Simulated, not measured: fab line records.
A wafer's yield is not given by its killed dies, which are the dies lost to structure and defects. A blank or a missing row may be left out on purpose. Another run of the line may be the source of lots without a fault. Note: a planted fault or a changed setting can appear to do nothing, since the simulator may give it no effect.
Struck lot and sound lot, side by side + flow nand-harc + 40 steps out of a route of 1159
Sound: these wafers, L977.2, L977.5, L977.6. The struck wafers were L996.2, L996.4, L996.5. The cause comes at the end.
Per side, at each step with rows, come the tool, then ch with its chambers, and then its first start. Under that, the readings that differ: sound wafers + struck wafers + difference of the means + sigmas: that difference in standard deviations of wafers without a fault.
alike: readings with means less than 2 such deviations apart, plus words and numbers identical on both sides. not compared: withheld readings, readings lacking a value on some wafer, bounds such as >300 that could conceal the same value, and numbers that have no deviation in the record and whose values overlap.
Wherever a step has rows on one side only, a row that says differs or no value, or a row with sigmas, the two part there. Numbers that have no deviation but don't overlap get no sigmas and don't part them. A reading missing from all wafers of one side parts the sides only when that side holds two or more wafers.

first, 7 steps without rows for these wafers: NHARC_P_CONTACT_COAT_34 (time 65 s); NHARC_P_CONTACT_COAT_06 (resist thk 90 nm); NHARC_P_CONTACT_SOFTBAKE_07 (time 55 s); NHARC_P_CONTACT_EBR_08; NHARC_P_CONTACT_EXPOSE_09 (exposes mask P CA, target cd 90 nm); NHARC_P_CONTACT_PEB_10 (peb time 65 s); NHARC_P_CONTACT_DEVELOP_11 (develop time 35 s).
NHARC_P_CONTACT_CD_MEAS_12 targets a cd of 90 nm.
  sound on cd-sem-01 ch 0, day 5 21:59; struck on cd-sem-02 ch 0, day 10 05:25
  alike: cd-nm
NHARC_P_CONTACT_OVL_MEAS_13:
  sound on overlay-01, day 5 22:05; struck on overlay-02, day 10 05:31
  alike: overlay-x-nm, overlay-y-nm
NHARC_P_CONTACT_INSPECT_14:
  sound on defect-inspect-01, day 5 22:07; struck on defect-inspect-02, day 10 05:32
  alike: raw-defect-count
then, 2 steps without rows for these wafers: NHARC_P_CONTACT_DESCUM_17 (chemistry O2, time 3 s); NHARC_P_CONTACT_ETCH_35 (etches the open film in CF4, target depth 39 nm, time 65 s).
NHARC_P_CONTACT_ETCH_36: etches the open film in N2/H2, target depth 260 nm, time 406.25 s.
  sound on rie-diel-08 ch 0,3, day 5 22:23; struck on rie-diel-08 ch 0,1, day 10 05:49
  alike: drypump-motor-current-A, oes-product-au, rf-fwd-power-W, rf-vpp-V, showerhead-plenum-p-Torr, throttle-valve-pct
  not compared: rf-hours-counter-h
NHARC_P_CONTACT_ETCH_18: etches the open film in C4F8/O2/Ar, target depth 481 nm, time 240.5 s.
  sound on rie-diel-08 ch 0,1; struck on rie-diel-08 ch 0,2,3
  alike: oes-product-au, rf-fwd-power-W, rf-vpp-V
  not compared: rf-hours-counter-h
then, 1 step without rows for these wafers: NHARC_P_CONTACT_STRIP_37 (strips in C4F8/O2/Ar).
NHARC_P_CONTACT_ETCH_31: etches the open film in CH3F/O2, target depth 30 nm, time 85.7 s.
  sound on rie-diel-08 ch 0,1,2; struck on rie-diel-08 ch 0,2,3
  alike: drypump-motor-current-A, oes-product-au, rf-fwd-power-W, rf-vpp-V, showerhead-plenum-p-Torr, throttle-valve-pct
  not compared: rf-hours-counter-h
NHARC_P_CONTACT_CD_MEAS_19:
  sound on cd-sem-03, day 5 23:03; struck on cd-sem-03, day 10 06:29
  alike: cd-nm
then, 2 steps without rows for these wafers: NHARC_P_CONTACT_STRIP_28 (strips in O2); NHARC_P_CONTACT_STRIP_29 (strips in post etch residue remover, time 1200 s).
NHARC_P_CONTACT_DEGAS_38: time 60 s.
  sound on pvd-sputter-01, day 5 23:46; struck on pvd-sputter-01, day 10 07:13
  alike: heater-power-w
then, 1 step without rows for these wafers: NHARC_P_CONTACT_PRE_CLEAN_39 (time 19.5 s).
NHARC_P_CONTACT_PVD_32: deposits Ti, target thk 5 nm, time 17.7 s.
  sound on pvd-sputter-01; struck on pvd-sputter-01
  alike: cathode-dc-power-W, throttle-valve-pct
then, 2 steps without rows for these wafers: NHARC_P_CONTACT_ALD_22 (deposits TiN, target thk 3 nm, pulse time 1 s, ald cycles 150); NHARC_P_CONTACT_CVD_23 (deposits W, target thk 200 nm, time 557 s).
NHARC_P_CONTACT_CMP_24: polishes, t overpolish 30 s, target thk 200 nm.
  sound on cmp-04 ch 1,2, day 6 06:13; struck on cmp-04 ch 0,1, day 10 10:50
  alike: motor-current-A, overpolish-run-s, retaining-ring-pressure-frac, slurry-flow-ml-min, time-to-endpoint-s
then, 11 steps without rows for these wafers: NHARC_P_CONTACT_SRD_26; NHARC_P_M0_DEP_00 (deposits SiOC, target thk 150 nm); NHARC_P_M0_DEHYDRATE_01 (time 120 s); NHARC_P_M0_HMDS_02 (time 30 s); NHARC_P_M0_COAT_33 (time 65 s); NHARC_P_M0_COAT_03 (resist thk 90 nm); NHARC_P_M0_SOFTBAKE_04 (time 55 s); NHARC_P_M0_EBR_05; NHARC_P_M0_EXPOSE_06 (exposes mask P M0, target cd 90 nm); NHARC_P_M0_PEB_07 (peb time 65 s); NHARC_P_M0_DEVELOP_08 (develop time 35 s).
NHARC_P_M0_CD_MEAS_09 targets a cd of 90 nm.
  sound on cd-sem-02 ch 0, day 6 07:32; struck on cd-sem-01 ch 0, day 10 12:08
  alike: cd-nm
NHARC_P_M0_OVL_MEAS_10: pitch 180 nm.
  sound on overlay-02, day 6 07:37; struck on overlay-02, day 10 12:13
  alike: overlay-x-nm, overlay-y-nm
then, 1 step without rows for these wafers: NHARC_P_M0_DESCUM_14 (chemistry O2, time 3 s).
-- jump in the record: it breaks off in module P_M0 and resumes in module END (first step shown: number 1159 of the route), and 13 days separate the struck wafers' starts before and after --
NHARC_END_SORT_01:
  at this point the record logs the struck wafers (prober-02 ch 0, day 23 21:49) and has no rows for the sound ones

WHERE THEY PART
Only at NHARC_END_SORT_01, as far as this record shows.

WHY: what the simulator had put in
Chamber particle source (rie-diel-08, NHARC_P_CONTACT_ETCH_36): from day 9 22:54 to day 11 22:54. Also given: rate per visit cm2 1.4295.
